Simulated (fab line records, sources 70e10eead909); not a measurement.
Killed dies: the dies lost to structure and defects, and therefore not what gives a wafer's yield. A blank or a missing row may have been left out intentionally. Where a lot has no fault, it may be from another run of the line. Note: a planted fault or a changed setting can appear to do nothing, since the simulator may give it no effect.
Which tool was responsible? -- flow nand_harc -- 24 lots with 72 wafers sampled at 5 steps, on a route of 1159 steps

WHAT THE GAUGES READ, wafer by wafer
NHARC_P_M0_INSPECT_11. Usual: raw_defect_count reads 3.7 (standard deviation 2.3).
lot,measured,on,raw_defect_count,flag
L074,day 6 03:08,defect_inspect-02,3 5 6,
L075,day 6 10:04,defect_inspect-02,2 2 1,
L076,day 6 13:50,defect_inspect-01,5 3 3,
L077,day 6 19:47,defect_inspect-02,5 4 5,
L078,day 6 22:54,defect_inspect-02,2 1 1,
L080,day 7 00:58,defect_inspect-01,2 2 4,
L079,day 7 01:34,defect_inspect-02,1 3 1,
L081,day 7 13:27,defect_inspect-01,4 0 3,
L082,day 7 15:49,defect_inspect-01,3 6 2,
L083,day 8 06:14,defect_inspect-01,2 2 2,
L085,day 8 13:40,defect_inspect-01,2 0 6,
L084,day 8 14:28,defect_inspect-01,6 2 4,
L088,day 9 02:46,defect_inspect-01,2 3 7,
L087,day 9 03:57,defect_inspect-01,9 8 2,
L086,day 9 04:37,defect_inspect-01,4 4 4,
L090,day 9 22:02,defect_inspect-02,3 8 2,
L089,day 9 22:36,defect_inspect-02,2 0 1,
L091,day 10 05:12,defect_inspect-01,2 4 3,
L092,day 10 05:37,defect_inspect-02,3 0 1,
L094,day 10 14:59,defect_inspect-02,8 8 2,
L093,day 10 15:50,defect_inspect-02,6 2 3,
L095,day 11 10:07,defect_inspect-01,5 3 3,
L096,day 11 12:37,defect_inspect-01,8 5 8,
L097,day 12 00:17,defect_inspect-02,7 7 4,

NHARC_P_M1_OVL_MEAS_10: pitch 260 nm. Usual: overlay_x_nm -0.2 nm, standard deviation 0.86; overlay_y_nm -0.4 nm, standard deviation 0.94.
lot,measured,on,overlay_x_nm (nm),overlay_y_nm (nm),flag
L074,day 6 07:09,overlay-02,0.3 0.7 0.7,-0.6 -0.1 0.5,
L075,day 6 14:07,overlay-02,-0.9 -0.4 -0.2,-1.0 -1.1 -1.1,
L076,day 6 18:01,overlay-01,0.5 0.1 0.3,0.5 0.8 0.3,
L077,day 6 23:41,overlay-01,-0.2 0.0 -0.2,-1.3 -1.0 -1.5,
L078,day 7 02:47,overlay-02,1.3 2.0 1.9,-0.8 -1.0 -1.2,
L080,day 7 05:16,overlay-02,0.0 0.8 0.4,-1.4 -1.3 -1.4,
L079,day 7 05:37,overlay-01,0.7 0.1 0.3,-0.7 -0.9 -0.9,
L081,day 7 17:29,overlay-01,-2.0 -1.2 -1.9,-3.0 -3.3 -3.1,
L082,day 7 19:42,overlay-02,-0.4 -0.9 -0.4,-0.3 0.0 -0.5,
L083,day 8 10:15,overlay-02,0.3 -0.1 0.1,-0.2 0.4 0.2,
L085,day 8 17:43,overlay-02,-0.3 -1.1 -0.5,-0.9 -0.8 -0.3,
L084,day 8 18:40,overlay-01,-0.4 -0.7 -0.2,0.0 0.0 0.2,
L088,day 9 07:03,overlay-02,-1.7 -1.5 -1.5,0.7 0.8 0.8,
L087,day 9 08:45,overlay-01,-0.2 0.0 0.0,-0.8 -1.0 -1.2,
L086,day 9 08:47,overlay-02,-1.6 -1.0 -0.7,-0.7 -0.5 -0.5,
L090,day 10 02:07,overlay-02,-0.4 0.0 -0.4,-1.2 -1.6 -1.3,
L089,day 10 02:49,overlay-01,-0.3 0.0 0.3,-0.7 -0.4 -0.3,
L091,day 10 09:28,overlay-01,-0.2 -0.2 0.2,0.7 0.9 0.5,
L092,day 10 10:09,overlay-02,-0.4 -1.0 -1.0,1.3 1.2 1.0,
L094,day 10 18:56,overlay-02,0.4 0.5 0.3,0.0 -0.7 0.1,
L093,day 10 19:46,overlay-01,0.7 0.5 0.1,0.8 0.2 -0.2,
L095,day 11 14:03,overlay-02,-1.5 -1.5 -1.3,1.1 1.2 0.7,
L096,day 11 16:41,overlay-01,0.9 1.0 1.5,-0.4 -0.7 -0.2,
L097,day 12 04:19,overlay-02,-1.3 -1.0 -1.4,0.0 -0.1 -0.2,

EACH LOT AND THE TOOL THAT RAN IT (in order: tool; ch and the chambers of the sampled wafers; start)
lot,NHARC_P_GATE_DESCUM_48,NHARC_P_GATE_DESCUM_61,NHARC_P_M0_PVD_21
L074,"rie_diel-07 ch 2,3, day 5 06:04","rie_diel-07 ch 0,2,3, day 5 07:52","pvd_sputter-02, day 6 07:09 or earlier"
L075,"rie_diel-07 ch 0,1,3, day 5 16:54","rie_diel-06 ch 2,3, day 5 18:32","pvd_sputter-01, day 6 14:07 or earlier"
L076,"rie_diel-03 ch 0,2, day 5 18:36","rie_diel-03 ch 0,3, day 5 20:37","pvd_sputter-03, day 6 18:01 or earlier"
L077,"rie_diel-07 ch 1,2, day 6 01:17","rie_diel-07 ch 0,2,3, day 6 03:00","pvd_sputter-03, day 6 23:41 or earlier"
L078,"rie_diel-07 ch 1,2,3, day 6 02:47","rie_diel-07 ch 2,3, day 6 04:25","pvd_sputter-01, day 7 02:47 or earlier"
L080,"rie_diel-07 ch 1,2, day 6 11:28","rie_diel-07 ch 0,1, day 6 13:14","pvd_sputter-02, day 7 05:16 or earlier"
L079,"rie_diel-03 ch 0,1, day 6 12:39","rie_diel-07 ch 0,3, day 6 14:16","pvd_sputter-01, day 7 05:37 or earlier"
L081,"rie_diel-07 ch 0,1,3, day 6 20:30","rie_diel-03 ch 0,2,3, day 6 22:16","pvd_sputter-02, day 7 17:29 or earlier"
L082,"rie_diel-03 ch 0,2, day 7 03:55","rie_diel-06 ch 1,3, day 7 05:32","pvd_sputter-03, day 7 19:42 or earlier"
L083,"rie_diel-07 ch 0,2,3, day 7 17:16","rie_diel-07 ch 0,1,2, day 7 19:01","pvd_sputter-01, day 8 10:15 or earlier"
L085,"rie_diel-06 ch 1,2,3, day 8 01:23","rie_diel-07 ch 0,1,3, day 8 03:10","pvd_sputter-03, day 8 17:43 or earlier"
L084,"rie_diel-07 ch 1,2,3, day 8 02:06","rie_diel-03 ch 0,1,3, day 8 03:52","pvd_sputter-01, day 8 18:40 or earlier"
L088,"rie_diel-07 ch 0,1,3, day 8 11:10","rie_diel-06 ch 0,1, day 8 12:54","pvd_sputter-03, day 9 07:03 or earlier"
L087,"rie_diel-07 ch 0,1,3, day 8 11:50","rie_diel-06 ch 2,3, day 8 13:35","pvd_sputter-01, day 9 08:45 or earlier"
L086,"rie_diel-06 ch 0,1,3, day 8 12:20","rie_diel-03 ch 1,2,3, day 8 14:07","pvd_sputter-02, day 9 08:47 or earlier"
L090,"rie_diel-07 ch 0,1, day 9 06:39","rie_diel-07 ch 1,2, day 9 08:17","pvd_sputter-03, day 10 02:07 or earlier"
L089,"rie_diel-07 ch 0,1,2, day 9 06:49","rie_diel-07 ch 2,3, day 9 08:35","pvd_sputter-01, day 10 02:49 or earlier"
L091,"rie_diel-03 ch 0,1,3, day 9 12:56","rie_diel-07 ch 2,3, day 9 14:33","pvd_sputter-01, day 10 09:28 or earlier"
L092,"rie_diel-03 ch 0,1,3, day 9 13:04","rie_diel-03 ch 0,1, day 9 14:49","pvd_sputter-01, day 10 10:09 or earlier"
L094,"rie_diel-07 ch 0,1,3, day 9 23:19","rie_diel-06 ch 0,1,2, day 10 01:10","pvd_sputter-02, day 10 18:56 or earlier"
L093,"rie_diel-07 ch 1,3, day 9 23:28","rie_diel-06 ch 0,1,2, day 10 01:18","pvd_sputter-01, day 10 19:46 or earlier"
L095,"rie_diel-03 ch 0,1,3, day 10 15:17","rie_diel-06 ch 0,1, day 10 17:02","pvd_sputter-03, day 11 14:03 or earlier"
L096,"rie_diel-03 ch 1,2,3, day 10 21:07","rie_diel-07 ch 1,2, day 10 22:50","pvd_sputter-03, day 11 16:41 or earlier"
L097,"rie_diel-03 ch 0,3, day 11 03:11","rie_diel-07 ch 0,2,3, day 11 04:51","pvd_sputter-01, day 12 04:19 or earlier"
- NHARC_P_GATE_DESCUM_48: chemistry O2, time 3 s.
- NHARC_P_GATE_DESCUM_61: chemistry O2, time 3 s.
- NHARC_P_M0_PVD_21: deposits Cu, target thk 30 nm, time 20.49 s.

WHAT THE TOOLS THEMSELVES READ (means of the sampled wafers that have a number; where no wafer has one, the mark that the record gives instead)
NHARC_P_GATE_DESCUM_48. Usual: drypump_motor_current_A 5.4 A, standard deviation 0.39; mfc_ar_sccm 0.011 sccm, standard deviation 0.011; oes_product_au 0.998 a.u., standard deviation 0.01; rf_vpp_V 58.0 V, standard deviation 0.94; showerhead_plenum_p_Torr 1.97 Torr, standard deviation 0.076; throttle_valve_pct 11.311 %, standard deviation 0.0094.
lot,tool,drypump_motor_current_A (A),mfc_ar_sccm (sccm),oes_product_au (a.u.),rf_vpp_V (V),showerhead_plenum_p_Torr (Torr),throttle_valve_pct (%),flag
L074,rie_diel-07,5.5,0.011,0.995,58.1,2.02,11.307,
L075,rie_diel-07,5.4,0.009,1.007,58.4,2.02,11.316,
L076,rie_diel-03,5.2,0.011,0.998,57.7,1.93,11.305,
L077,rie_diel-07,5.5,0.013,1.005,57.1,1.99,11.309,
L078,rie_diel-07,5.5,0.013,1.008,58.3,2.02,11.308,
L080,rie_diel-07,5.5,0.015,1.010,58.4,2.02,11.311,
L079,rie_diel-03,6.0,0.011,1.006,58.1,1.95,11.311,
L081,rie_diel-07,5.4,0.009,0.997,58.0,2.02,11.308,
L082,rie_diel-03,5.2,0.011,1.001,57.6,1.93,11.311,
L083,rie_diel-07,5.4,0.007,0.993,58.0,1.99,11.313,
L085,rie_diel-06,5.5,0.000,0.994,58.2,1.82,11.311,
L084,rie_diel-07,5.5,0.013,0.995,57.8,2.02,11.308,
L088,rie_diel-07,5.4,0.009,0.999,57.2,2.01,11.308,
L087,rie_diel-07,5.4,0.009,0.999,58.8,2.01,11.323,
L086,rie_diel-06,5.6,0.000,0.997,58.0,1.84,11.314,
L090,rie_diel-07,5.3,0.011,1.007,57.5,2.01,11.306,
L089,rie_diel-07,5.4,0.009,1.003,57.2,1.99,11.313,
L091,rie_diel-03,5.8,0.023,1.006,58.2,1.88,11.309,
L092,rie_diel-03,5.8,0.023,0.999,57.0,1.88,11.313,
L094,rie_diel-07,5.4,0.009,0.987,57.5,2.01,11.313,
L093,rie_diel-07,5.5,0.015,0.995,58.6,2.04,11.306,
L095,rie_diel-03,5.8,0.023,0.996,58.5,1.98,11.309,
L096,rie_diel-03,5.5,0.017,0.987,58.8,2.01,11.306,
L097,rie_diel-03,5.5,0.025,0.989,58.5,1.95,11.313,

NHARC_P_GATE_DESCUM_61. Usual: drypump_motor_current_A 5.5 A, standard deviation 0.37; mfc_ar_sccm 0.008 sccm, standard deviation 0.01; oes_product_au 0.999 a.u., standard deviation 0.01; rf_vpp_V 57.7 V, standard deviation 0.95; showerhead_plenum_p_Torr 1.93 Torr, standard deviation 0.093; throttle_valve_pct 11.312 %, standard deviation 0.0095.
lot,tool,drypump_motor_current_A (A),mfc_ar_sccm (sccm),oes_product_au (a.u.),rf_vpp_V (V),showerhead_plenum_p_Torr (Torr),throttle_valve_pct (%),flag
L074,rie_diel-07,5.4,0.007,0.998,57.3,2.00,11.306,
L075,rie_diel-06,5.7,0.000,1.011,56.9,1.79,11.304,
L076,rie_diel-03,5.5,0.025,0.991,57.7,1.86,11.323,
L077,rie_diel-07,5.4,0.007,0.990,57.7,2.00,11.310,
L078,rie_diel-07,5.5,0.011,0.996,58.4,2.00,11.309,
L080,rie_diel-07,5.4,0.011,1.004,58.5,2.02,11.308,
L079,rie_diel-07,5.2,0.004,0.998,58.7,1.99,11.318,
L081,rie_diel-03,5.2,0.020,0.999,57.5,1.89,11.319,
L082,rie_diel-06,5.4,0.000,1.003,56.7,1.85,11.314,
L083,rie_diel-07,5.3,0.009,1.006,57.9,1.99,11.309,
L085,rie_diel-07,5.4,0.009,0.998,58.6,2.02,11.312,
L084,rie_diel-03,5.8,0.023,0.991,57.6,1.88,11.311,
L088,rie_diel-06,5.4,0.000,1.007,57.2,1.84,11.303,
L087,rie_diel-06,5.9,0.000,0.992,56.5,1.81,11.312,
L086,rie_diel-03,5.5,0.017,0.994,57.9,1.91,11.316,
L090,rie_diel-07,5.5,0.013,0.995,58.1,1.99,11.322,
L089,rie_diel-07,5.5,0.011,0.992,58.4,2.02,11.320,
L091,rie_diel-07,5.5,0.011,0.994,58.7,1.99,11.311,
L092,rie_diel-03,6.0,0.011,0.998,58.2,1.94,11.304,
L094,rie_diel-06,5.4,0.000,1.003,58.3,1.82,11.310,
L093,rie_diel-06,5.4,0.000,1.005,58.0,1.82,11.315,
L095,rie_diel-06,5.2,0.000,1.000,57.9,1.85,11.314,
L096,rie_diel-07,5.5,0.015,0.997,57.6,2.01,11.315,
L097,rie_diel-07,5.4,0.007,0.989,57.3,1.99,11.307,

NHARC_P_M0_PVD_21. Usual: cathode_dc_power_W 5000.0 W, standard deviation 0.93; throttle_valve_pct 29.5 %, standard deviation 0.83.
lot,tool,cathode_dc_power_W (W),throttle_valve_pct (%),flag
L074,pvd_sputter-02,5000.3,29.4,
L075,pvd_sputter-01,5000.8,30.2,
L076,pvd_sputter-03,4999.5,28.9,
L077,pvd_sputter-03,4999.6,28.9,
L078,pvd_sputter-01,5000.3,29.4,
L080,pvd_sputter-02,5000.0,30.1,
L079,pvd_sputter-01,5000.2,29.7,
L081,pvd_sputter-02,5000.0,29.6,
L082,pvd_sputter-03,5000.4,29.1,
L083,pvd_sputter-01,4999.3,29.8,
L085,pvd_sputter-03,4999.8,29.2,
L084,pvd_sputter-01,5000.6,29.8,
L088,pvd_sputter-03,5000.2,29.7,
L087,pvd_sputter-01,5000.8,29.0,
L086,pvd_sputter-02,4999.8,29.9,
L090,pvd_sputter-03,5000.0,28.8,
L089,pvd_sputter-01,4999.3,29.3,
L091,pvd_sputter-01,4999.4,29.7,
L092,pvd_sputter-01,4999.8,29.8,
L094,pvd_sputter-02,4999.7,29.7,
L093,pvd_sputter-01,5000.1,30.1,
L095,pvd_sputter-03,4999.1,28.8,
L096,pvd_sputter-03,4999.7,29.0,
L097,pvd_sputter-01,4999.9,29.8,

THE ANSWER, worked out from the rows above alone
Rule: take the mean of a lot's wafers that have a number; if it is more than 3 standard deviations from the usual mean, the lot is off. Also off: a lot with no number at a reading for which 4 or more lots have one. Any other lot the step has rows for is counted as sound. First the gauges in route order, then the tools' own readings, where a lot's mean is used as printed above. The first step at which some lot is off is used, and at that step the reading that is off furthest; a lot without a number counts as furthest.
No lot is off at any reading shown: from this, nothing can be told.

WHAT WAS PUT IN BY THE SIMULATOR
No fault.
